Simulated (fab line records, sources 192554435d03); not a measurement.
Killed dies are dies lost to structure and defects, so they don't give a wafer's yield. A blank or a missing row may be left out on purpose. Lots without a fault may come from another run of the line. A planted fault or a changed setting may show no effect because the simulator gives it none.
Chamber matching | flow n5_finfet | N5_BEOL_M6_STRIP_67 on rie_diel-03: 4 sister chambers
The step strips in CF4. 8 wafers are shown with their chamber, then 7 later ones without.

WAFERS WITH THEIR CHAMBER
wafer  | chamber | showerhead_plenum_p_Torr (Torr) | throttle_valve_pct (%)
L076.3 | 3       | 1.89                            | 13.50
L080.5 | 0       | 1.73                            | 13.62
L079.1 | 3       | 1.89                            | 13.53
L087.1 | 1       | 1.88                            | 13.22
L087.5 | 2       | 1.70                            | 13.67
L087.6 | 0       | 1.72                            | 13.69
L089.1 | 2       | 1.70                            | 13.70
L089.3 | 1       | 1.88                            | 13.22

WAFERS WITHOUT THEIR CHAMBER
wafer  | showerhead_plenum_p_Torr (Torr) | throttle_valve_pct (%)
L089.4 | 1.88                            | 13.57
L090.4 | 1.88                            | 13.58
L090.5 | 1.88                            | 13.20
L090.6 | 1.72                            | 13.69
L092.4 | 1.88                            | 13.20
L092.5 | 1.70                            | 13.72
L092.6 | 1.88                            | 13.20

WHICH CHAMBER EACH WENT THROUGH
wafer  | from the rows above | in truth
L089.4 | 3                   | 3
L090.4 | 3                   | 3
L090.5 | 1                   | 1
L090.6 | 0                   | 0
L092.4 | 1                   | 1
L092.5 | 2                   | 2
L092.6 | 1                   | 1
Placed correctly: 7 of 7. Can't be placed from these rows: 0. Placed wrongly: 0.
How it was worked out, from the rows above alone: a wafer's distance from a chamber is the root of the sum, over the readings, of the square of ((its reading less the chamber's mean) divided by the reading's scatter). The wafer belongs to the nearest chamber; if the next one is less than 2 further off, it can't be placed. A chamber's mean is the mean of its shown wafers. The scatter: the root of (the sum of the squares of (reading less its chamber's mean) over the shown wafers, divided by (wafers less chambers)).
